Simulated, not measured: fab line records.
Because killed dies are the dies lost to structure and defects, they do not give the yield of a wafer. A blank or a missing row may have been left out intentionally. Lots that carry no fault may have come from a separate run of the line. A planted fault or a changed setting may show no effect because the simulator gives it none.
Which tool is to blame? ; flow nand_harc ; 6 lots, 18 wafers sampled, at 5 steps of a route of 1302

## WHAT EACH GAUGE READ, for each wafer
NHARC_END_SORT_01.
lot;measured;on;killed_at_array
L236;day 29 02:29;prober-02;673 670 668

## WHICH TOOL RAN EACH LOT (tool, then ch and the chambers of the sampled wafers, then the start)
lot;NHARC_A_CONTACT_ETCH_125;NHARC_A_CONTACT_ETCH_128;NHARC_A_CONTACT_ETCH_129;NHARC_A_CONTACT_ETCH_133
L229;har_cap_etch-02 ch 0,1, day 23 05:05;har_cap_etch-02 ch 0,1, day 23 05:37;har_cap_etch-02 ch 0,1, day 23 05:47;har_cap_etch-02 ch 0,1, day 23 06:29
L236;har_cap_etch-03 ch 0,1, day 26 15:14;har_cap_etch-03 ch 0,1, day 26 15:46;har_cap_etch-03 ch 0,1, day 26 15:56;har_cap_etch-03 ch 0,1, day 26 16:38
L238;har_cap_etch-01 ch 0, day 27 17:57;har_cap_etch-01 ch 0, day 27 18:29;har_cap_etch-01 ch 0, day 27 18:39;har_cap_etch-01 ch 0, day 27 19:24
L240;har_cap_etch-03 ch 0, day 28 07:12;har_cap_etch-03 ch 0, day 28 07:43;har_cap_etch-03 ch 0, day 28 07:54;har_cap_etch-03 ch 0, day 28 08:37
L241;har_cap_etch-03 ch 0, day 28 16:00;har_cap_etch-03 ch 0, day 28 16:32;har_cap_etch-03 ch 0, day 28 16:43;har_cap_etch-03 ch 0, day 28 17:25
L243;har_cap_etch-01 ch 0,1, day 30 05:16;har_cap_etch-01 ch 0,1, day 30 05:48;har_cap_etch-01 ch 0,1, day 30 05:59;har_cap_etch-01 ch 0,1, day 30 06:46
- NHARC_A_CONTACT_ETCH_125: etches the open film in C4F8/O2/Ar, time 197 s, target depth 1918 nm.
- NHARC_A_CONTACT_ETCH_128: etches the open film in C4F8/O2/Ar, time 197 s, target depth 1918 nm.
- NHARC_A_CONTACT_ETCH_129: etches the open film in C4F8/O2/Ar, time 197 s, target depth 1918 nm.
- NHARC_A_CONTACT_ETCH_133: etches the open film in C4F8/O2/Ar, time 374 s, target depth 1610 nm.

## THE ANSWER, worked out from the rows above alone
Rule: what is usual is taken from the lots themselves. Put in order of their means at a reading, lots are off if they are a third of the lots or fewer, leave a main group of 4 or more, and stand apart from it by a gap of 3 or more times the standard deviation of the main group's means; of several such gaps the widest counts. A main group whose means are all the same, to the digits that the tables above print for the reading, isn't used. A lot without any number at a reading at which 4 lots or more have one is off too. All remaining lots with rows at the step are treated as sound.
Nothing can be told from this: no lot is off at any reading shown.

## WHAT THE SIMULATOR PUT IN
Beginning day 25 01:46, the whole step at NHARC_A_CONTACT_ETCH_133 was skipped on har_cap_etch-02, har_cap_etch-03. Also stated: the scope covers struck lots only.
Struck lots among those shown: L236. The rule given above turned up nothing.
